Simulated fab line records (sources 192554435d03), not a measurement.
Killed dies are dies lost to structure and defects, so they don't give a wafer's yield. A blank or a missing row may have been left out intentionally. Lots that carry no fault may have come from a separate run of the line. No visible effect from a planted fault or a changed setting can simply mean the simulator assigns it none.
fab line records	flow n5Finfet
record lots=6	wafers=18	lastDay=18
route steps=1938 shown BEOL_M2@870 BEOL_M4@1111 PASSIVATION@1936
lots with no fault: from the same line, run without faults
startH: hours from the record's opening day to when the first of the lot's shown wafers began	waitH: hours elapsed since this lot's preceding step	" as in the row above	L1.1+2: several wafers, shown together as one row	- either no value or no given start	* or withheld: withheld	< > ~ a bound
route shown NAME@n: names a module that has steps shown in the file, with the first one's number in the route	usual: mean and standard deviation over wafers with no fault	same: alike in all rows	chamber/n: place in a boat	sites: per-site readings	_std_site: standard deviation across them	_edge_site: outer sites' mean less inner sites'	radiusMm: for every site, how far away it sits from the centre of the wafer	mask NAME#n: copy n	behind: tool/chamber where the wafer was last shaped	hold: reason for holding the lot/hours on hold/outcome of the hold	device: which transistor (n, p or np) failed to switch	end of line: at the end of the route, the tests of the same wafers	where a step has no rows: the recipe by itself	killed: at the first sort, the dies lost to defects and structure; wafer yield is something else	map: dies across one wafer; x = killed, . = not, _ = none there
set.NAME: setting as actually run; set.NAME@STEP: the setting as run at that earlier step	model.NAME: the simulator's own value behind a step, which no gauge read
lots at selected steps of the route; one table per step, one row per wafer
services: from which hour (startH, from the record's first day; less than 0 if before it) a tool's chamber was out of use, for how many hours, and why
## steps
# step N5_BEOL_M2_COAT_22
# recipe resist=CAR-EUV	spinRpm=1500	resistThkNm=30
# step N5_BEOL_M2_EBR_24
# recipe solvent=PGMEA	ebrWidthMm=1.5
# step N5_BEOL_M2_SOFTBAKE_23
# recipe tempC=110	timeS=60	resist=CAR-EUV
# step N5_BEOL_M2_EXPOSE_25
# recipe maskId=V1	na=0.33	sourceShape=quasar	sigmaInner=0.2	sigmaOuter=0.8	polarization=unpolarized	defocusNm=5	doseMj=63
# step N5_BEOL_M2_PEB_26
# recipe pebTempC=100	pebTimeS=60	resist=CAR-EUV
# step N5_BEOL_M2_DEVELOP_27
# recipe developTimeS=30	developer=TMAH	resist=CAR-EUV	rinseLiquid=surfactantRinse	dry=airSpin	devTempC=23
# step N5_BEOL_M2_CD_MEAS_28
# recipe targetCdNm=26.2	landingEnergyEv=500	detector=seInlens	targetCdYNm=24.1	polarity=opening
# usual cdNm=26.11/0.24
lot.wafer	tool	chamber	startH	waitH	cdNm
L229.3	cdSem-01	0	177.31	-	26.09
L229.4	"	0	"	"	26.28
L229.5	"	0	"	"	26.28
L231.3	cdSem-03	0	185.11	-	25.95
L231.4	"	0	"	"	26.08
L231.6	"	0	"	"	26.42
L234.1	cdSem-03	0	196.62	-	25.83
L234.3	"	0	"	"	26.22
L234.6	"	0	"	"	26.12
L235.3	cdSem-01	0	215.26	-	26.09
L235.4	"	0	"	"	25.99
L235.5	"	0	"	"	25.89
L236.1	cdSem-01	0	222.62	-	25.74
L236.2	"	0	"	"	26.10
L236.3	"	0	"	"	26.23
L242.1	cdSem-01	0	251.24	-	25.91
L242.2	"	0	"	"	25.86
L242.4	"	0	"	"	26.09
# step N5_BEOL_M2_OVL_MEAS_29
# recipe pointsPerWafer=522
# usual V1_OVL=0.2/0.72
lot.wafer	tool	chamber	startH	waitH	V1_OVL[nm]
L229.3	overlay-02	0	177.35	0.0	-0.4
L229.4	"	0	"	"	-0.1
L229.5	"	0	"	"	0.7
L231.3	overlay-02	0	185.15	0.0	0.4
L231.4	"	0	"	"	0.7
L231.6	"	0	"	"	0.7
L234.1	overlay-02	0	196.66	0.0	1.4
L234.3	"	0	"	"	1.1
L234.6	"	0	"	"	0.2
L235.3	overlay-01	0	215.30	0.0	0.2
L235.4	"	0	"	"	-0.8
L235.5	"	0	"	"	-0.1
L236.1	overlay-02	0	222.65	0.0	-0.3
L236.2	"	0	"	"	-0.7
L236.3	"	0	"	"	0.2
L242.1	overlay-02	0	251.27	0.0	0.1
L242.2	"	0	"	"	1.4
L242.4	"	0	"	"	1.8
# step N5_BEOL_M2_INSPECT_30
# recipe mode=adi	inspectInstrument=brightfield
# usual rawDefectCount=404/100
lot.wafer	tool	chamber	startH	waitH	rawDefectCount
L229.3	defectInspect-01	-	177.40	0.0	456
L229.4	"	-	"	"	312
L229.5	"	-	"	"	252
L231.3	defectInspect-01	-	185.19	0.0	466
L231.4	"	-	"	"	530
L231.6	"	-	"	"	553
L234.1	defectInspect-02	-	196.71	0.1	389
L234.3	"	-	"	"	414
L234.6	"	-	"	"	446
L235.3	defectInspect-01	-	215.35	0.0	433
L235.4	"	-	"	"	314
L235.5	"	-	"	"	540
L236.1	defectInspect-02	-	222.71	0.1	324
L236.2	"	-	"	"	461
L236.3	"	-	"	"	514
L242.1	defectInspect-01	-	251.32	0.1	385
L242.2	"	-	"	"	509
L242.4	"	-	"	"	369
# step N5_BEOL_M2_DESCUM_33
# recipe chemistry=O2	timeS=7	sourcePowerW=50	biasPowerW=20	pressureMtorr=20	rfFrequencyHz=2.712e+07	tempC=40	resist=CAR-EUV	o2FlowSccm=225
# usual drypumpMotorCurrentA=5.8/0.41	oesProductAu=0.77/0.094	rfVppV=243.6/1.5	showerheadPlenumPTorr=2.12/0.07	throttleValvePct=20.49/0.28
lot.wafer	tool	chamber	startH	waitH	drypumpMotorCurrentA	oesProductAu	rfHoursCounterH	rfVppV	showerheadPlenumPTorr	throttleValvePct
L229.3	rieDiel-03	1	177.43	0.0	6.1	0.67	283	241.9	2.06	20.32
L229.4	"	1	"	"	6.1	0.67	-	243.3	2.06	20.31
L229.5	"	2	"	"	5.2	0.68	-	241.9	2.08	20.88
L231.3	rieDiel-01	1	185.32	0.1	6.1	0.88	41	245.1	2.12	20.09
L231.4	"	3	"	"	5.7	0.93	12	245.6	2.23	20.68
L231.6	"	0	"	"	5.2	0.80	-	244.5	2.19	20.42
L234.1	rieDiel-05	2	196.78	0.1	6.1	0.73	178	243.2	2.18	20.73
L234.3	"	3	"	"	6.1	0.73	208	240.5	2.00	20.48
L234.6	"	2	"	"	6.1	0.73	-	244.9	2.18	20.74
L235.3	rieDiel-01	2	215.38	0.0	5.5	0.86	56	244.4	2.13	20.29
L235.4	"	0	"	"	5.2	0.79	113	245.4	2.19	20.45
L235.5	"	3	"	"	5.7	0.90	-	245.3	2.23	20.69
L236.1	rieDiel-03	1	222.80	0.1	6.1	0.95	8	242.4	2.05	19.79
L236.2	"	0	"	"	6.2	0.68	223	245.7	2.16	20.75
L236.3	"	3	"	"	5.1	0.70	205	242.1	1.99	20.76
L242.1	rieDiel-01	2	251.39	0.1	5.6	0.85	68	245.6	2.12	20.33
L242.2	"	3	"	"	5.7	0.88	36	246.9	2.22	20.70
L242.4	"	1	"	"	6.1	0.85	63	243.2	2.11	20.13
# step N5_BEOL_M2_ETCH_77
# recipe chemistry=N2/H2	target=underlayer	targetDepthA=65	maskMaterial=CAR-EUV	timeS=5.2	ionEnergyEv=200	pressureMtorr=30	sourceW=840	biasW=150	n2FlowSccm=200	h2FlowSccm=200	ends=cleared
# usual drypumpMotorCurrentA=5.8/0.41	etchRfOnTimeS=5.24/0.11	oesProductAu=0.66/0.081	rfVppV=524.5/2.8	showerheadPlenumPTorr=2.57/0.089	throttleValvePct=17.87/0.21
lot.wafer	tool	chamber	startH	waitH	drypumpMotorCurrentA	etchRfOnTimeS	oesProductAu	rfHoursCounterH	rfVppV	showerheadPlenumPTorr	throttleValvePct
L229.3	rieDiel-03	1	177.46	0.0	6.1	5.24	0.57	283	522.3	2.51	17.86
L229.4	"	1	"	"	6.1	5.23	0.57	-	522.8	2.51	17.85
L229.5	"	2	"	"	5.2	5.14	0.59	-	522.2	2.49	18.07
L231.3	rieDiel-01	1	185.36	0.0	6.1	5.00	0.78	41	524.9	2.59	17.63
L231.4	"	3	"	"	5.7	5.34	0.78	12	527.2	2.72	18.10
L231.6	"	0	"	"	5.1	5.33	0.66	-	526.1	2.66	17.78
L234.1	rieDiel-05	2	196.81	0.0	6.2	5.27	0.63	178	526.8	2.64	18.01
L234.3	"	3	"	"	6.1	5.17	0.61	208	519.9	2.41	17.79
L234.6	"	2	"	"	6.2	5.26	0.63	-	524.7	2.64	18.05
L235.3	rieDiel-01	2	215.42	0.0	5.5	5.17	0.74	56	525.6	2.59	17.69
L235.4	"	0	"	"	5.1	5.29	0.65	113	528.2	2.66	17.78
L235.5	"	3	"	"	5.7	5.25	0.76	-	528.9	2.71	18.14
L236.1	rieDiel-03	1	222.83	0.0	6.1	5.26	0.81	8	521.7	2.50	17.32
L236.2	"	0	"	"	6.2	5.34	0.58	223	526.5	2.62	18.08
L236.3	"	3	"	"	5.2	5.43	0.60	205	521.2	2.40	18.04
L242.1	rieDiel-01	2	251.42	0.0	5.6	5.19	0.73	68	524.7	2.58	17.72
L242.2	"	3	"	"	5.7	5.31	0.74	36	528.0	2.71	18.13
L242.4	"	1	"	"	6.1	5.15	0.73	63	523.3	2.58	17.64
# step N5_BEOL_M2_ETCH_69
# recipe chemistry=CF4	target=SiARC	targetDepthA=156	maskMaterial=CAR-EUV	timeS=26	ionEnergyEv=80	pressureMtorr=40	sourceW=545	biasW=36	Ar_flow_sccm=100	cf4FlowSccm=100	ends=cleared
# usual drypumpMotorCurrentA=5.8/0.41	etchRfOnTimeS=26.3/0.53	mfcArSccm=100.0/0.32	oesProductAu=0.66/0.08	rfVppV=184.3/1.2	showerheadPlenumPTorr=2.17/0.071	throttleValvePct=15.67/0.26
lot.wafer	tool	chamber	startH	waitH	drypumpMotorCurrentA	etchRfOnTimeS	mfcArSccm	oesProductAu	rfHoursCounterH	rfVppV	showerheadPlenumPTorr	throttleValvePct
L229.3	rieDiel-03	1	177.48	0.0	6.1	26.3	99.6	0.57	283	182.6	2.11	15.59
L229.4	"	1	"	"	6.1	26.1	99.7	0.57	-	184.8	2.11	15.60
L229.5	"	2	"	"	5.2	25.7	100.2	0.58	-	183.9	2.11	15.95
L231.3	rieDiel-01	1	185.37	0.0	6.1	25.2	99.6	0.77	41	186.3	2.17	15.29
L231.4	"	3	"	"	5.7	25.9	100.3	0.80	12	186.2	2.29	15.85
L231.6	"	0	"	"	5.2	26.7	100.5	0.66	-	186.0	2.24	15.59
L234.1	rieDiel-05	2	196.83	0.0	6.2	26.8	99.9	0.63	178	184.7	2.21	15.82
L234.3	"	3	"	"	6.1	26.0	100.0	0.62	208	182.2	2.04	15.68
L234.6	"	2	"	"	6.2	26.6	100.0	0.62	-	185.3	2.21	15.82
L235.3	rieDiel-01	2	215.44	0.0	5.6	26.4	100.4	0.74	56	184.6	2.17	15.40
L235.4	"	0	"	"	5.2	26.9	100.2	0.66	113	184.4	2.24	15.60
L235.5	"	3	"	"	5.6	26.3	100.0	0.77	-	185.7	2.29	15.87
L236.1	rieDiel-03	1	222.85	0.0	6.1	26.1	99.1	0.83	8	183.6	2.11	15.02
L236.2	"	0	"	"	6.2	26.7	100.0	0.58	223	185.5	2.21	15.93
L236.3	"	3	"	"	5.2	26.8	100.2	0.60	205	183.3	2.04	15.97
L242.1	rieDiel-01	2	251.44	0.0	5.5	26.8	100.4	0.72	68	184.8	2.16	15.44
L242.2	"	3	"	"	5.7	26.8	100.1	0.73	36	184.3	2.28	15.89
L242.4	"	1	"	"	6.1	26.1	100.2	0.72	63	183.9	2.16	15.35
# step N5_BEOL_M2_ALD_98
# recipe material=SiO2	targetThkA=25	tempC=100	aldPrecursorFamily=BDEAS	aldCoReactant=O2-plasma	pulseTimeS=1	coReactantPulseTimeS=1	purgeTimeS=2	coReactantPurgeTimeS=2	aldCycles=17	pressureTorr=2
# usual heaterPowerOuterW=43/4.1	heaterPowerW=81/5.9	precursorPulseHeightRel=0.995/0.017	susceptorTempC=100.01/0.13
lot.wafer	tool	chamber	startH	waitH	heaterPowerOuterW	heaterPowerW	precursorPulseHeightRel	susceptorTempC
L229.3	aldSin-02	3	177.57	0.1	39	82	1.008	100.10
L229.4	"	1	"	"	46	83	0.994	99.85
L229.5	"	1	"	"	47	84	0.963	100.07
L231.3	aldSin-04	3	185.46	0.1	34	67	0.997	99.85
L231.4	"	2	"	"	48	86	0.978	100.17
L231.6	"	1	"	"	43	88	0.977	100.18
L234.1	aldSin-04	3	196.91	0.1	33	66	1.009	99.85
L234.3	"	0	"	"	47	87	0.970	98.48
L234.6	"	1	"	"	44	88	0.998	99.75
L235.3	aldSin-04	0	215.82	0.4	47	89	1.020	98.66
L235.4	"	1	"	"	43	90	1.014	99.80
L235.5	"	0	"	"	46	89	0.976	98.57
L236.1	aldSin-02	1	222.93	0.1	46	84	0.960	100.00
L236.2	"	2	"	"	44	81	1.015	99.97
L236.3	"	3	"	"	39	80	1.007	100.17
L242.1	aldSin-01	2	251.96	0.5	43	76	1.004	100.03
L242.2	"	1	"	"	40	78	1.011	100.02
L242.4	"	3	"	"	44	80	1.024	100.06
# step N5_BEOL_M2_ETCHBACK_99
# recipe chemistry=CHF3	target=SiO2	targetDepthA=50	timeS=10.4	sourceW=215	biasW=47	Ar_flow_sccm=200	CHF3_flow_sccm=12	ionEnergyEv=100	pressureMtorr=30
# usual CHF3_flow_sccm=12.00/0.036	drypumpMotorCurrentA=5.8/0.41	mfcArSccm=200.0/0.57	oesProductAu=0.78/0.11	rfVppV=240/5	showerheadPlenumPTorr=2.16/0.082	throttleValvePct=17.08/0.27
lot.wafer	tool	chamber	startH	waitH	CHF3_flow_sccm	drypumpMotorCurrentA	mfcArSccm	oesProductAu	rfHoursCounterH	rfVppV	showerheadPlenumPTorr	throttleValvePct
L229.3	rieDiel-03	2	178.74	1.1	12.00	5.2	199.4	0.68	252	240	2.14	17.48
L229.4	"	0	"	"	11.99	6.1	200.0	0.69	-	243	2.22	17.31
L229.5	"	2	"	"	11.92	5.2	200.0	0.68	-	238	2.14	17.48
L231.3	rieDiel-05	0	189.89	4.4	12.04	6.1	200.0	0.70	239	232	2.04	17.07
L231.4	"	3	"	"	11.99	6.1	201.2	0.73	205	232	2.03	17.01
L231.6	"	1	"	"	12.06	5.5	199.6	0.67	-	236	2.11	17.26
L234.1	rieDiel-03	3	197.09	0.1	12.02	5.2	199.4	0.72	190	240	2.05	17.32
L234.3	"	0	"	"	11.94	6.2	200.6	0.69	212	243	2.22	17.30
L234.6	"	0	"	"	11.96	6.1	200.7	0.68	-	244	2.22	17.34
L235.3	rieDiel-05	2	220.72	4.8	11.99	6.1	201.4	0.72	187	246	2.23	17.31
L235.4	"	3	"	"	11.98	6.1	200.3	0.71	-	233	2.03	17.02
L235.5	"	2	"	"	11.98	6.1	200.9	0.72	-	246	2.23	17.30
L236.1	rieDiel-01	0	231.32	8.3	11.99	5.2	199.2	0.77	118	245	2.24	17.03
L236.2	"	3	"	"	12.04	5.7	200.2	0.89	28	237	2.29	17.33
L236.3	"	1	"	"	12.07	6.1	200.1	0.87	56	246	2.19	16.85
L242.1	rieDiel-03	1	259.31	7.3	11.97	6.1	200.0	0.93	21	239	2.10	16.47
L242.2	"	2	"	"	11.96	5.2	200.0	0.94	11	240	2.13	17.04
L242.4	"	3	"	"	12.02	5.1	199.8	0.69	-	241	2.04	17.38
# step N5_BEOL_M4_RC_MEAS_101
# usual DIBL_N=36.3/2.2	DIBL_P=36.0/2.4	IOFF_N=0.16/0.042	IOFF_P=0.22/0.041	ION_N=672/14	ION_P=462/7.9	SS_N=71.7/0.76	SS_P=73.3/0.72	VT_N=250/3.6	VT_P=-249/3
lot.wafer	tool	chamber	startH	waitH	DIBL_N[mV/V]	DIBL_P[mV/V]	IOFF_N[nA/um]	IOFF_P[nA/um]	ION_N[uA/um]	ION_P[uA/um]	SS_N[mV/dec]	SS_P[mV/dec]	VT_N[mV]	VT_P[mV]
L229.3	prober-01	0	205.51	0.3	34.7	34.8	0.14	0.20	664	461	71.5	72.4	251	-251
L229.4	"	0	"	"	36.1	35.8	0.15	0.20	667	454	71.8	73.6	254	-250
L229.5	"	0	"	"	35.9	36.1	0.16	0.21	672	462	71.8	72.9	252	-252
L231.3	prober-01	0	210.61	0.3	41.9	41.4	0.27	0.32	698	471	72.4	74.5	241	-243
L231.4	"	0	"	"	38.6	38.1	0.18	0.25	684	467	71.8	73.5	248	-248
L231.6	"	0	"	"	36.6	34.8	0.14	0.20	660	452	71.2	72.7	251	-250
L234.1	prober-01	0	219.96	0.0	37.7	35.5	0.15	0.23	667	467	71.8	73.7	254	-249
L234.3	"	0	"	"	35.2	32.9	0.12	0.18	659	454	70.6	72.1	254	-253
L234.6	"	0	"	"	36.2	34.2	0.13	0.19	652	453	71.6	73.0	254	-250
L235.3	prober-02	0	243.75	0.3	34.7	34.9	0.15	0.21	669	467	71.2	73.2	248	-250
L235.4	"	0	"	"	36.3	36.5	0.19	0.23	682	468	72.6	73.5	249	-248
L235.5	"	0	"	"	37.1	37.6	0.20	0.26	679	465	72.4	72.7	246	-247
L236.1	prober-02	0	251.65	0.0	34.8	33.6	0.12	0.20	651	452	71.0	73.1	255	-249
L236.2	"	0	"	"	38.2	38.3	0.19	0.27	687	470	72.1	74.0	244	-246
L236.3	"	0	"	"	37.7	36.9	0.16	0.25	650	452	72.6	74.3	252	-246
L242.1	prober-01	0	312.88	0.0	34.6	35.6	0.13	0.21	664	464	71.9	72.9	252	-247
L242.2	"	0	"	"	38.1	40.4	0.21	0.32	690	474	71.6	74.2	246	-244
L242.4	"	0	"	"	34.2	35.2	0.12	0.21	660	467	70.9	72.6	253	-250
# step N5_PASSIVATION_PROBE_49
# usual defectLimitedYield=91.3/1.7	killed_at_M0_to_M3=33/9.9	killed_at_M4_up=14/6.4	killedAtContacts=12/7	killedAtFrontEnd=41/13	killedAtOther=3.1/2.9	killedDies=103/20	killedOpen=67/14	killedShort=34/9.4	sort_bin_4_leakage=0.03/0.24	sort_bin_5_function=5.1/1.1	sort_bin_6_memory=3.2/0.79	sort_bin_8_speed=0.02/0.15	sortNPass=1077/21	sortYieldPct=91.2/1.7
# same grossDies=1180	killedAtBackSide=0
lot.wafer	tool	chamber	startH	waitH	defectLimitedYield[%]	killed_at_M0_to_M3	killed_at_M4_up	killedAtContacts	killedAtFrontEnd	killedAtOther	killedDies	killedOpen	killedShort	sort_bin_4_leakage[%]	sort_bin_5_function[%]	sort_bin_6_memory[%]	sort_bin_8_speed[%]	sortNPass	sortYieldPct[%]
L229.3	prober-01	-	305.77	0.1	87.7	43	24	7	71	0	145	91	52	0	7.7	4.3	0	1035	87.7
L229.4	prober-01	-	305.82	0.2	88.5	35	25	9	67	0	136	81	44	0	6.3	4.2	0	1044	88.5
L229.5	prober-01	-	305.87	0.2	86.4	46	22	25	67	1	161	105	55	0	7.3	5.6	0	1019	86.4
L235.3	prober-01	-	345.55	0.1	88.6	33	33	15	49	5	135	91	36	0	6.4	4.1	0	1045	88.6
L235.4	prober-01	-	345.60	0.2	91.9	24	24	19	27	1	95	74	20	0	4.8	2.9	0	1085	91.9
L235.5	prober-01	-	345.65	0.2	92.0	24	12	14	41	3	94	64	27	0	5.0	2.5	0	1086	92.0
L236.1	prober-02	-	351.40	0.0	93.3	31	11	10	22	5	79	50	27	0	4.1	2.3	0.08	1101	93.3
L236.2	prober-02	-	351.45	0.1	94.1	32	5	2	30	1	70	44	25	0	3.6	2.1	0.08	1110	94.1
L236.3	prober-02	-	351.50	0.1	92.0	37	11	14	30	2	94	59	35	0	5.4	2.2	0	1086	92.0
L242.1	prober-02	-	421.08	0.0	91.4	22	16	9	49	6	102	75	27	0	5.4	2.8	0	1078	91.4
L242.2	prober-02	-	421.13	0.1	93.6	26	14	5	30	0	75	50	22	0	4.2	2.0	0	1105	93.6
L242.4	prober-02	-	421.23	0.2	92.0	42	11	10	28	3	94	67	26	0	4.1	3.5	0	1086	92.0
# killed by level:class
L229.3 FIN_SAQP:geometricParticle:open=16 STI_FIN_REVEAL:geometricParticle:open=12 BEOL_M0_SAQP:geometricParticle:short=12 FIN_SAQP:geometricParticle:short=11 DUMMY_GATE:geometricParticle:open=9 BEOL_M4:geometricParticle:open=9 MOL_CONTACT_COAG:geometricParticle:open=7 BEOL_M0_SAQP:geometricParticle:open=7
L229.4 BEOL_M4:geometricParticle:open=15 FIN_SAQP:geometricParticle:short=11 STI_FIN_REVEAL:geometricParticle:open=11 BEOL_M0_SAQP:geometricParticle:short=10 BEOL_M0_SAQP:geometricParticle:open=10 FIN_SAQP:geometricParticle:open=9 MOL_CONTACT_COAG:geometricParticle:open=9 HKMG_FIN:areaEtch=8
L229.5 MOL_CONTACT_COAG:geometricParticle:open=18 FIN_SAQP:geometricParticle:open=16 BEOL_M0_SAQP:geometricParticle:short=16 STI_FIN_REVEAL:geometricParticle:open=15 FIN_SAQP:geometricParticle:short=11 BEOL_M4:geometricParticle:open=8 STI_FIN_REVEAL:geometricParticle:short=7 BEOL_M0_SAQP:geometricParticle:open=7
L235.3 BEOL_M4:geometricParticle:open=16 MOL_CONTACT_COAG:geometricParticle:open=13 DUMMY_GATE:geometricParticle:open=12 BEOL_M0_SAQP:geometricParticle:short=9 BEOL_M1:geometricParticle:open=8 STARTING-WAFER:geometricParticle:short=7 BEOL_M0_SAQP:geometricParticle:open=7 BEOL_M2:geometricParticle:open=6
L235.4 MOL_CONTACT_COAG:geometricParticle:open=13 BEOL_M4:geometricParticle:open=11 FIN_SAQP:geometricParticle:open=8 BEOL_M3:geometricParticle:open=7 DUMMY_GATE:geometricParticle:open=6 BEOL_M0_SAQP:geometricParticle:short=6 MOL_CONTACT_COAG:geometricParticle:short=5 BEOL_M5:geometricParticle:open=5
L235.5 FIN_SAQP:geometricParticle:open=13 MOL_CONTACT_COAG:geometricParticle:open=12 BEOL_M2:geometricParticle:open=8 FIN_SAQP:geometricParticle:short=6 BEOL_M0_SAQP:geometricParticle:open=5 BEOL_M4:geometricParticle:open=5 STI_FIN_REVEAL:geometricParticle:open=4 BEOL_M0_SAQP:geometricParticle:short=4
L236.1 BEOL_M2:geometricParticle:open=9 MOL_CONTACT_COAG:geometricParticle:open=6 BEOL_M4:geometricParticle:open=6 BEOL_M0_SAQP:geometricParticle:open=5 FIN_SAQP:geometricParticle:short=4 MOL_CONTACT_COAG:geometricParticle:short=4 BEOL_M0_SAQP:geometricParticle:short=4 BEOL_M2:geometricParticle:short=4
L236.2 BEOL_M2:geometricParticle:open=9 FIN_SAQP:geometricParticle:short=8 DUMMY_GATE:geometricParticle:open=7 BEOL_M0_SAQP:geometricParticle:open=7 BEOL_M0_SAQP:geometricParticle:short=6 STI_FIN_REVEAL:geometricParticle:open=4 FIN_SAQP:geometricParticle:open=3 BEOL_M1:geometricParticle:open=3
L236.3 MOL_CONTACT_COAG:geometricParticle:open=11 FIN_SAQP:geometricParticle:open=9 FIN_SAQP:geometricParticle:short=9 BEOL_M0_SAQP:geometricParticle:short=9 BEOL_M1:geometricParticle:open=8 BEOL_M4:geometricParticle:open=7 BEOL_M0_SAQP:geometricParticle:open=5 BEOL_M2:geometricParticle:short=5
L242.1 FIN_SAQP:geometricParticle:open=17 STI_FIN_REVEAL:geometricParticle:open=7 DUMMY_GATE:geometricParticle:open=6 MOL_CONTACT_COAG:geometricParticle:open=6 GATE_CUT:geometricParticle:short=5 BEOL_M2:geometricParticle:open=5 BEOL_M0_SAQP:geometricParticle:short=4 BEOL_M0_SAQP:geometricParticle:open=4
L242.2 GATE_CUT:geometricParticle:short=8 BEOL_M3:geometricParticle:open=8 MOL_CONTACT_COAG:geometricParticle:open=5 BEOL_M4:geometricParticle:open=5 BEOL_M0:geometricParticle:open=4 FIN_SAQP:geometricParticle:short=3 DUMMY_GATE:geometricParticle:open=3 BEOL_M0_SAQP:geometricParticle:open=3
L242.4 BEOL_M2:geometricParticle:open=11 BEOL_M1:geometricParticle:open=9 MOL_CONTACT_COAG:geometricParticle:open=7 BEOL_M3:geometricParticle:open=7 FIN_SAQP:geometricParticle:open=5 BEOL_M4:geometricParticle:open=5 FIN_SAQP:geometricParticle:short=4 STI_FIN_REVEAL:geometricParticle:open=4
## services
tool	chamber	startH	hours	kind
rieDiel-05	0	175.21	1.2	repair
rieDiel-03	1	192.64	-	clean
rieDiel-03	1	192.64	-	consumableReplace:focusRing
rieDiel-03	1	192.64	15.9	scheduledDown
rieDiel-03	1	192.64	15.9	ventCycle
rieDiel-03	2	208.58	-	clean
rieDiel-03	2	208.58	-	consumableReplace:focusRing
rieDiel-03	2	208.58	19.2	scheduledDown
rieDiel-03	2	208.58	19.2	ventCycle
aldSin-04	2	212.32	4.2	repair
rieDiel-01	-	216.73	1.2	repair
rieDiel-05	0	218.65	-	clean
rieDiel-05	0	218.65	-	consumableReplace:focusRing
rieDiel-05	0	218.65	-	consumableReplace:showerhead
aldSin-02	2	224.19	2.0	repair
aldSin-02	3	225.22	17.1	repair
rieDiel-05	1	237.91	6.5	repair
rieDiel-05	1	244.59	-	clean
rieDiel-05	1	244.59	-	consumableReplace:focusRing
rieDiel-05	1	244.59	22.0	scheduledDown
rieDiel-05	1	244.59	22.0	ventCycle
aldSin-01	3	254.58	2.8	repair
rieDiel-03	0	258.93	7.9	repair
## key
firstSign step=N5_BEOL_M2_ALD_98	reading=susceptorTempC	direction=down	sigmas=11	usual=*	struck=*
effect none on later readings
metAt N5_BEOL_M2_ALD_98
struckWafers L234.3,L235.3,L235.5
baselineLoss step=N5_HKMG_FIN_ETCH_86	wafers=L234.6
fault kind=processParameterDrift	tool=aldSin-04	chamber=0	onsetH=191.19	steps=N5_BEOL_M2_ALD_98	channel=tempC	offset=*	shape=step	endH=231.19	actsIn=*	stated=*
# baselineLoss: these wafers lose ten dies or more at that step, a loss of the line's own and not of a fault; the sort's usual values leave them out
